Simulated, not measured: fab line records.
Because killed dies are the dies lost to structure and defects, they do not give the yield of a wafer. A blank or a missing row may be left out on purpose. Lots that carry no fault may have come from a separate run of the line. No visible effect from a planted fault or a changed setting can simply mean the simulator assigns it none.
A lot that was struck, set against a sound lot / flow n5-finfet / 32 steps out of a route of 1938
Sound: the wafers L527.4, L527.5, L527.6. Struck: wafers L533.4, L533.5, L533.6. The cause comes at the end.
Per side, at each step with rows, come the tool, then ch with its chambers, and then its first start. Under that, the readings that differ: sound wafers / struck wafers / difference of the means / sigmas: that difference in standard deviations of wafers without a fault.
alike: a reading whose means differ by less than 2 such deviations, as well as words and numbers matching on both sides. not compared: withheld readings; readings where some wafer has no value; bounds like >300 that might hide an equal value; numbers whose values overlap and for which the record gives no deviation.
Wherever a step has rows on one side only, a row that says differs or no value, or a row with sigmas, the two part there. When numbers do not overlap yet have no deviation, they are printed without sigmas and do not part them. Lack of a reading on every wafer of one side parts them only where that side has two or more wafers.

first, 8 steps without rows for these wafers: N5_SD_EPI_P_PRECLEAN_32 (cleans in dHF, time 10 s); N5_SD_EPI_P_PRECLEAN_33 (cleans in SC2, time 45 s); N5_SD_EPI_P_SRD_25 (time 30 s); N5_SD_ACTIVATION_RTA_00 (time 0 s); N5_SD_ACTIVATION_LSA_01 (time 0.0008 s); N5_ILD0_LINER_00 (material SiNx, target thk 4 nm, pulse time 1 s, purge time 2 s); N5_ILD0_FCVD_FILL_01 (material SiO2 flowable, target thk 200 nm, time 328.3 s); N5_ILD0_CURE_02 (time 1800 s).
N5_ILD0_CMP_03: polishes, stops on SiNx, t overpolish 1.9 s, target thk 197.38 nm.
  sound on cmp-02 ch 1,2,3, day 6 19:46; struck on cmp-02 ch 0,1,2, day 8 10:38
  alike: motor-current-A, overpolish-run-s, time-to-endpoint-s
then, 22 steps without rows for these wafers: N5_ILD0_CMP_07 (polishes SiO2 flowable, stops on poly-Si, t overpolish 1.18 s, target thk 138.88 nm); N5_ILD0_PRECLEAN_10 (cleans in NF3:NH3, afs cycles 5, time 20 s, sublimation time 60 s); N5_ILD0_ALD_15 (deposits SiNx, target thk 24 nm, pulse time 1 s, ald cycles 480); N5_ILD0_CMP_12 (polishes SiNx, stops on poly-Si, t overpolish 6 s, target thk 17.67 nm); N5_SDB_HM_DEP_00 (deposits SiNx from SiH4/NH3/N2, target thk 40 nm, time 35.3 s); N5_SDB_COAT_03 (time 60 s, resist thk 100 nm); N5_SDB_COAT_04 (time 60 s, resist thk 18 nm); N5_SDB_COAT_05 (resist thk 90 nm); N5_SDB_EBR_07; N5_SDB_SOFTBAKE_06 (time 60 s); N5_SDB_EXPOSE_08 (exposes mask SDB); N5_SDB_PEB_09 (peb time 60 s); N5_SDB_DEVELOP_10 (develop time 30 s); N5_SDB_DESCUM_16 (chemistry O2, time 7.9 s); N5_SDB_ETCH_17 (etches SiARC in CF4, target depth 23.4 nm, time 39 s); N5_SDB_ETCH_18 (etches SOC in N2/H2, target depth 100 nm, overetch 20 nm, time 150 s); N5_SDB_STRIP_19 (strips in N2/H2); N5_SDB_STRIP_21 (strips in CF4); N5_SDB_HM_OPEN_20 (chemistry CH3F/O2, target SiNx, stops on poly-Si, target depth 24 nm); N5_SDB_STRIP_22 (strips in N2/H2); N5_SDB_PRECLEAN_23 (cleans in dHF, time 30 s); N5_SDB_DUMMY_REMOVE_24 (chemistry TMAH, target poly-Si, stops on SiO2, target depth 142 nm, time 57 s, rinse time 30 s).
-- the record jumps here: 9 days lie between the struck wafers' starts before and after (it left off in module SDB and takes up again in module PASSIVATION, whose first step shown is number 1936 of the route) --
N5_PASSIVATION_PROBE_49:
  sound: prober-02 at day 15 12:04; struck: prober-02 at day 17 16:22
reading=defect-limited-yield (%); sound=90.8 91.8 91.9; struck=65.9 68.2 68.1; difference=-24.1; sigmas=-16
reading=killed-at-contacts; sound=17 23 20; struck=6 9 5; difference=-13; sigmas=-2
reading=killed-at-front-end; sound=29 30 34; struck=329 319 312; difference=+289; sigmas=+24
reading=killed-dies; sound=108 97 96; struck=402 375 377; difference=+284; sigmas=+16
reading=killed-on-rim; sound=13 17 13; struck=52 50 52; difference=+37; sigmas=+9
reading=sort_bin_5_function (%); sound=5.8 5.3 4.9; struck=20.8 18.5 20.4; difference=+14.6; sigmas=+15
reading=sort_bin_6_memory (%); sound=2.9 2.5 3.1; struck=11.4 11.6 9.7; difference=+8.1; sigmas=+13
reading=sort-n-pass; sound=1072 1083 1084; struck=778 805 803; difference=-284; sigmas=-16
reading=sort-yield-pct (%); sound=90.8 91.8 91.9; struck=65.9 68.2 68.1; difference=-24.1; sigmas=-16
  alike: killed_at_M0_to_M3, killed_at_M4_up, killed-at-other, killed-open, killed-short

## WHERE THEY PART
N5_PASSIVATION_PROBE_49 only, going by this record.

WHY: the cause the simulator had injected
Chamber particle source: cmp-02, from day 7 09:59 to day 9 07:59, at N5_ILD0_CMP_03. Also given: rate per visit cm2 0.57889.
